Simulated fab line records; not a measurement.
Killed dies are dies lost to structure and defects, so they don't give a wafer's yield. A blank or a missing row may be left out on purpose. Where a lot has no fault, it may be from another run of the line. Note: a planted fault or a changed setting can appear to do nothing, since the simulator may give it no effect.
fab line records	flow n5_finfet
record lots=14	wafers=37	last_day=18
route steps=1938 shown FIN_SAQP@102
lots untouched by any fault: they come from a run of this same line in which no faults occurred
start_h: start of the lot's first displayed wafer, in hours after the record's first day	wait_h: how many hours have passed since the lot's step before this one	" as in the row above	L1.1+2: several wafers, shown together as one row	- value missing, or start not given	* or withheld: withheld	< > ~ a bound
route shown NAME@n: a module of which the file shows steps, and the number in the route of the first	usual: average and standard deviation across the fault-free wafers	same: alike in all rows	chamber/n: place in a boat	sites: the reading at each site	_std_site: the values' standard deviation	_edge_site: the outer-site mean with the inner-site mean subtracted	radius_mm: how far each site lies from the wafer's centre	mask NAME#n: copy n	behind: the most recent tool/chamber to have shaped the wafer	hold: cause of the lot's hold/its duration in hours/its outcome	device: which transistor (n, p or np) failed to switch	end of line: tests of these same wafers at the route's end	where a step has no rows: the recipe by itself	killed: at the first sort, the dies lost to defects and structure; wafer yield is something else	map: per-die view of a wafer (x killed, . not killed, _ where there is no die)
set.NAME: the setting that was run; set.NAME@STEP: the one run at that earlier step	model.NAME: the simulator's own value behind a step, which no gauge read
steps of the route over a sample of lots; a table a step, a row a wafer
services: the hour from which a tool's chamber was out of use, counted from the record's first day as start_h (under 0 if before that day), plus the number of hours and why
## steps
# step N5_FIN_SAQP_HM_DEP_72
# recipe material=SiO2	target_thk_a=120	temp_c=400	precursor=SiH4/N2O	pressure_torr=0.75	rf_w=275	time_s=7.2
# usual heater_power_w=746/84	showerhead_plenum_p_Torr=8.10/0.095
# same time_s=7.2
lot.wafer	tool	chamber	start_h	wait_h	heater_power_w	showerhead_plenum_p_Torr
L350.2	pecvd-04	1	21.18	0.0	749	7.97
L350.5	"	0	"	"	714	8.17
L351.1	pecvd-01	1	27.01	0.0	846	8.10
L351.6	"	0	"	"	689	8.24
L352.2	pecvd-04	1	33.34	0.0	755	7.95
L352.5	"	0	"	"	723	8.18
L352.6	"	1	"	"	749	7.94
L353.1	pecvd-04	1	39.90	0.0	735	7.93
L353.6	"	0	"	"	709	8.18
L354.1	pecvd-04	1	45.76	0.0	709	7.96
L354.6	"	1	"	"	719	7.95
L355.1	pecvd-03	2	51.54	0.0	685	8.09
L355.3	"	1	"	"	697	8.04
L356.3	pecvd-04	1	58.29	0.0	669	7.94
L356.4	"	0	"	"	757	8.18
L356.5	"	2	"	"	788	8.01
L357.1	pecvd-03	0	63.07	0.0	803	8.19
L357.5	"	0	"	"	800	8.19
L357.6	"	1	"	"	721	8.02
L358.1	pecvd-04	1	69.72	0.0	712	7.93
L358.5	"	2	"	"	828	8.00
L358.6	"	1	"	"	716	7.93
L359.2	pecvd-03	2	75.67	0.0	692	8.09
L359.3	"	1	"	"	702	8.05
L359.4	"	2	"	"	687	8.10
L363.3	pecvd-01	0	102.69	0.0	702	8.23
L363.4	"	1	"	"	986	8.11
L363.5	"	0	"	"	685	8.23
L365.1	pecvd-01	2	111.06	0.0	692	8.18
L365.4	"	2	"	"	669	8.20
L365.6	"	1	"	"	930	8.09
L372.1	pecvd-04	1	154.34	0.0	731	7.97
L372.2	"	2	"	"	782	8.00
L372.6	"	2	"	"	781	8.01
L373.1	pecvd-04	0	159.69	0.0	658	8.16
L373.3	"	2	"	"	885	7.99
L373.5	"	2	"	"	880	8.01
# step N5_FIN_SAQP_SPACER1_ALD_24
# recipe material=SiO2	target_thk_a=203	temp_c=300	ald_precursor_family=BDEAS	ald_co_reactant=O2-plasma	pulse_time_s=1	purge_time_s=2	co_reactant_purge_time_s=2	ald_cycles=218	pressure_torr=2
# usual ald_cycles=218/0	heater_power_w=479/74	precursor_pulse_height_rel=1.001/0.021
lot.wafer	tool	chamber	start_h	wait_h	ald_cycles	heater_power_w	precursor_pulse_height_rel
L350.2	ald_sin-02	2	22.95	0.4	218	490	0.994
L350.5	"	1	"	"	218	431	0.974
L351.1	ald_sin-03	3	28.84	0.3	218	481	1.037
L351.6	"	1	"	"	218	532	1.024
L352.2	ald_sin-02	3	34.85	0.3	218	496	1.012
L352.5	"	0	"	"	218	497	0.975
L352.6	"	3	"	"	218	493	1.025
L353.1	ald_sin-02	0	41.40	0.3	218	496	0.983
L353.6	"	2	"	"	218	503	0.988
L354.1	ald_sin-03	3	47.64	0.4	218	470	1.025
L354.6	"	2	"	"	218	404	0.981
L355.1	ald_sin-03	2	53.20	0.3	218	387	1.020
L355.3	"	1	"	"	218	533	1.016
L356.3	ald_sin-01	2	60.09	0.3	218	404	1.032
L356.4	"	3	"	"	218	624	0.960
L356.5	"	2	"	"	218	409	0.945
L357.1	ald_sin-03	0	65.04	0.6	218	498	0.945
L357.5	"	2	"	"	218	388	1.016
L357.6	"	3	"	"	218	478	0.988
L358.1	ald_sin-01	2	71.91	0.8	218	407	0.991
L358.5	"	3	"	"	218	618	0.991
L358.6	"	0	"	"	218	515	1.023
L359.2	ald_sin-03	2	77.20	0.3	218	408	1.035
L359.3	"	0	"	"	218	498	1.013
L359.4	"	1	"	"	218	529	1.011
L363.3	ald_sin-01	0	104.56	0.2	169	536	0.985
L363.4	"	1	"	"	169	332	1.016
L363.5	"	2	"	"	169	406	0.995
L365.1	ald_sin-01	0	113.05	0.3	169	508	1.010
L365.4	"	2	"	"	169	406	0.989
L365.6	"	1	"	"	169	345	0.989
L372.1	ald_sin-02	2	156.17	0.3	218	494	1.025
L372.2	"	1	"	"	218	429	0.963
L372.6	"	0	"	"	218	500	1.028
L373.1	ald_sin-02	1	161.37	0.3	218	424	1.011
L373.3	"	2	"	"	218	491	1.043
L373.5	"	1	"	"	218	422	1.007
# step N5_FIN_SAQP_MANDREL1_REMOVE_56
# recipe chemistry=HBr/Cl2/O2	bt_time_s=10	target=a-Si	stop_on=SiNx	endpoint=OES-SiCl	over_etch_frac=1	icp_w=600	bias_w=22	HBr_flow_sccm=150	Cl2_flow_sccm=80	O2_flow_sccm=5	pressure_mtorr=10
# usual drypump_motor_current_A=5.8/0.33	oes_product_au=0.998/0.014	throttle_valve_pct=36.8/0.38
lot.wafer	tool	chamber	start_h	wait_h	drypump_motor_current_A	oes_product_au	rf_hours_counter_h	throttle_valve_pct
L350.2	rie_si-02	0	23.75	0.1	6.2	1.008	80	36.7
L350.5	"	1	"	"	5.6	0.975	-	36.9
L351.1	rie_si-01	0	29.64	0.1	5.5	1.005	85	36.8
L351.6	"	2	"	"	5.6	0.972	-	36.7
L352.2	rie_si-04	2	35.66	0.1	5.7	0.987	92	37.1
L352.5	"	2	"	"	5.7	1.001	-	37.1
L352.6	"	3	"	"	5.6	1.012	-	36.6
L353.1	rie_si-01	2	42.21	0.1	5.5	0.972	5	36.7
L353.6	"	3	"	"	6.2	1.000	-	37.6
L354.1	rie_si-04	3	48.45	0.1	5.6	1.004	95	36.6
L354.6	"	0	"	"	5.6	1.001	-	36.2
L355.1	rie_si-01	1	54.01	0.1	6.0	1.021	77	36.6
L355.3	"	0	"	"	5.5	1.012	86	36.8
L356.3	rie_si-02	1	60.90	0.1	5.5	0.983	39	36.9
L356.4	"	1	"	"	5.5	0.988	-	36.9
L356.5	"	0	"	"	6.2	1.001	-	36.7
L357.1	rie_si-04	0	65.85	0.1	5.6	0.994	7	36.2
L357.5	"	0	"	"	5.6	0.997	-	36.2
L357.6	"	1	"	"	5.8	1.006	-	36.6
L358.1	rie_si-01	1	72.72	0.1	5.9	1.021	78	36.6
L358.5	"	2	"	"	5.6	0.969	-	36.7
L358.6	"	1	"	"	6.0	1.027	-	36.6
L359.2	rie_si-04	2	78.06	0.1	5.7	0.991	93	37.1
L359.3	"	0	"	"	5.6	1.004	7	36.2
L359.4	"	1	"	"	5.8	1.006	0	36.6
L363.3	rie_si-04	2	105.36	0.1	5.7	0.985	93	37.1
L363.4	"	1	"	"	5.8	0.992	-	36.6
L363.5	"	2	"	"	5.7	0.986	-	37.1
L365.1	rie_si-02	3	113.85	0.1	6.8	0.963	41	36.6
L365.4	"	1	"	"	5.6	0.981	40	36.9
L365.6	"	3	"	"	6.8	0.965	-	36.6
L372.1	rie_si-04	0	157.10	0.1	5.6	1.000	9	36.2
L372.2	"	2	"	"	5.7	0.987	94	37.1
L372.6	"	3	"	"	5.6	0.989	-	36.6
L373.1	rie_si-01	1	162.18	0.1	6.0	1.006	79	36.6
L373.3	"	3	"	"	6.2	1.013	77	37.6
L373.5	"	2	"	"	5.6	0.982	-	36.7
# step N5_FIN_SAQP_CD_MEAS_27
# recipe target_cd_nm=20	landing_energy_ev=1000	detector=se_inlens	polarity=line
# usual cd_nm=20.36/0.25
lot.wafer	tool	chamber	start_h	wait_h	cd_nm
L350.2	cd_sem-03	0	23.87	0.1	20.30
L350.5	"	0	"	"	20.06
L351.1	cd_sem-02	0	29.75	0.1	20.27
L351.6	"	0	"	"	19.68
L352.2	cd_sem-01	0	35.77	0.1	20.79
L352.5	"	0	"	"	20.53
L352.6	"	0	"	"	20.66
L353.1	cd_sem-02	0	42.32	0.1	20.17
L353.6	"	0	"	"	20.26
L354.1	cd_sem-01	0	48.56	0.1	20.47
L354.6	"	0	"	"	20.67
L355.1	cd_sem-02	0	54.13	0.1	20.21
L355.3	"	0	"	"	20.41
L356.3	cd_sem-03	0	61.01	0.1	20.02
L356.4	"	0	"	"	20.17
L356.5	"	0	"	"	20.20
L357.1	cd_sem-02	0	65.96	0.1	20.07
L357.5	"	0	"	"	20.00
L357.6	"	0	"	"	20.33
L358.1	cd_sem-02	0	72.83	0.1	20.29
L358.5	"	0	"	"	20.47
L358.6	"	0	"	"	20.15
L359.2	cd_sem-02	0	78.17	0.1	20.19
L359.3	"	0	"	"	20.05
L359.4	"	0	"	"	20.37
L363.3	cd_sem-01	0	105.48	0.1	16.15
L363.4	"	0	"	"	15.57
L363.5	"	0	"	"	16.25
L365.1	cd_sem-02	0	113.96	0.1	15.66
L365.4	"	0	"	"	15.82
L365.6	"	0	"	"	15.96
L372.1	cd_sem-02	0	157.21	0.1	20.30
L372.2	"	0	"	"	20.39
L372.6	"	0	"	"	20.41
L373.1	cd_sem-01	0	162.29	0.1	20.33
L373.3	"	0	"	"	19.95
L373.5	"	0	"	"	20.34
# step N5_FIN_SAQP_ETCH_57
# recipe chemistry=CH3F/O2	target=SiNx	mask_material=SiO2	target_depth_a=325	time_s=46.4	pressure_mtorr=30	source_w=395	bias_w=73	Ar_flow_sccm=150	CH3F_flow_sccm=30	O2_flow_sccm=20	ion_energy_ev=120	ends=cleared
# usual drypump_motor_current_A=5.9/0.5	etch_rf_on_time_s=46.1/1	oes_product_au=0.69/0.072	rf_vpp_V=298/5.4	showerhead_plenum_p_Torr=2.05/0.066	throttle_valve_pct=16.27/0.24
lot.wafer	tool	chamber	start_h	wait_h	drypump_motor_current_A	etch_rf_on_time_s	oes_product_au	rf_hours_counter_h	rf_vpp_V	showerhead_plenum_p_Torr	throttle_valve_pct
L350.2	rie_diel-06	3	24.03	0.2	5.0	46.1	0.67	124	300	2.08	16.13
L350.5	"	1	"	"	6.5	47.7	0.59	-	288	1.89	16.52
L351.1	rie_diel-04	1	29.80	0.0	5.8	46.6	0.61	180	295	2.08	16.16
L351.6	"	2	"	"	6.3	45.7	0.75	-	296	2.13	16.30
L352.2	rie_diel-05	0	35.82	0.0	6.2	46.4	0.60	239	292	1.88	16.32
L352.5	"	0	"	"	6.2	46.8	0.61	-	290	1.88	16.30
L352.6	"	3	"	"	5.8	47.9	0.63	-	298	2.07	15.98
L353.1	rie_diel-05	1	42.42	0.1	5.8	45.5	0.68	99	300	2.12	16.76
L353.6	"	2	"	"	5.4	46.2	0.77	-	303	1.96	15.95
L354.1	rie_diel-04	0	48.61	0.0	5.0	46.2	0.82	5	298	1.97	16.43
L354.6	"	0	"	"	4.9	47.7	0.83	-	298	1.97	16.45
L355.1	rie_diel-04	1	54.18	0.0	5.8	46.5	0.61	188	295	2.07	16.19
L355.3	"	3	"	"	6.3	45.9	0.75	34	300	2.03	15.92
L356.3	rie_diel-06	0	61.06	0.0	6.3	46.0	0.65	157	315	2.09	16.58
L356.4	"	1	"	"	6.5	44.4	0.80	-	292	2.13	16.11
L356.5	"	0	"	"	6.3	46.2	0.66	-	314	2.09	16.58
L357.1	rie_diel-04	3	66.00	0.0	6.3	45.2	0.76	38	299	2.03	15.93
L357.5	"	2	"	"	6.3	45.4	0.73	-	298	2.13	16.31
L357.6	"	3	"	"	6.3	44.7	0.76	-	299	2.03	15.95
L358.1	rie_diel-04	3	72.88	0.0	6.3	45.5	0.76	41	300	2.03	15.95
L358.5	"	2	"	"	6.3	46.7	0.73	-	297	2.13	16.33
L358.6	"	1	"	"	5.8	47.2	0.61	-	295	2.07	16.18
L359.2	rie_diel-04	0	78.41	0.2	5.0	47.0	0.79	17	296	1.97	16.47
L359.3	"	3	"	"	6.3	45.5	0.75	44	299	2.03	15.94
L359.4	"	1	"	"	5.8	47.2	0.60	193	296	2.07	16.18
L363.3	rie_diel-06	2	105.60	0.1	5.9	45.7	0.58	236	296	1.98	16.42
L363.4	"	1	"	"	6.5	45.3	0.77	22	292	2.13	16.12
L363.5	"	2	"	"	5.9	45.6	0.59	-	295	1.98	16.41
L365.1	rie_diel-04	1	114.01	0.0	5.8	48.4	0.59	208	297	2.07	16.21
L365.4	"	3	"	"	6.3	45.8	0.73	55	300	2.03	15.97
L365.6	"	1	"	"	5.7	48.5	0.60	-	296	2.07	16.23
L372.1	rie_diel-06	1	157.37	0.2	6.5	43.6	0.74	42	292	2.12	16.18
L372.2	"	0	"	"	6.3	46.2	0.63	194	315	2.08	16.65
L372.6	"	0	"	"	6.3	46.1	0.62	-	313	2.08	16.66
L373.1	rie_diel-05	2	162.33	0.0	5.4	45.1	0.72	71	303	1.94	16.02
L373.3	"	1	"	"	5.8	44.9	0.64	143	299	2.10	16.85
L373.5	"	0	"	"	6.2	46.9	0.75	-	295	2.11	15.91
## services
tool	chamber	start_h	hours	kind
rie_diel-06	2	-2.23	8.6	repair
pecvd-04	0	5.48	8.7	repair
rie_si-04	-	5.48	2.8	pm
rie_si-02	2	10.18	44.4	repair
ald_sin-03	2	13.86	4.9	repair
rie_si-04	-	22.79	1.1	repair
ald_sin-02	-	38.49	0.8	repair
rie_si-04	3	41.88	2.1	repair
pecvd-04	2	44.42	3.5	repair
rie_diel-05	-	47.62	0.7	repair
rie_diel-06	2	59.96	2.2	repair
ald_sin-01	3	63.61	4.6	repair
rie_diel-04	1	65.80	6.9	repair
ald_sin-01	3	79.10	6.3	repair
pecvd-01	2	82.28	19.0	repair
rie_si-01	0	83.12	11.9	repair
pecvd-03	-	90.35	5.5	pm
rie_si-02	3	93.25	2.0	repair
ald_sin-03	-	95.80	0.5	repair
rie_si-04	3	101.02	8.2	repair
pecvd-04	2	103.38	6.2	repair
pecvd-01	-	125.27	0.5	repair
rie_diel-04	-	137.93	0.3	repair
ald_sin-03	3	142.01	13.5	repair
## key
first_sign step=N5_FIN_SAQP_SPACER1_ALD_24	reading=ald_cycles	direction=down	sigmas=99+	usual=*	struck=*
effect step=N5_FIN_SAQP_CD_MEAS_27	reading=cd_nm	direction=down	sigmas=18	usual=20.36	struck=15.90
met_at N5_FIN_SAQP_SPACER1_ALD_24
struck_lots L363,L365
sort_left_out L363.3,L363.4,L363.5,L365.1,L365.4,L365.6
tester_left_out L363,L365
not_acting_at N5_FIN_SAQP_HM_DEP_72,N5_FIN_SAQP_MANDREL1_REMOVE_56,N5_FIN_SAQP_ETCH_57
onset_between 71.91 104.56
fault kind=process_parameter_drift	tool=ald_sin-01	chamber=-	onset_h=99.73	steps=N5_FIN_SAQP_SPACER1_ALD_24	channel=ald_cycles	offset=*	shape=step	end_h=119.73	acts_in=*	stated=*
# tester_left_out: of these lots the tester's yield and bins aren't shown, on N5 and GAA mostly nor the transistor test; their killed dies are dies lost to structure and defects alone, not to doping, threshold or leakage, so they don't give the yield
# sort_left_out: the simulated sort isn't trusted on such a fault, so these wafers' sort isn't shown, and their yield isn't known
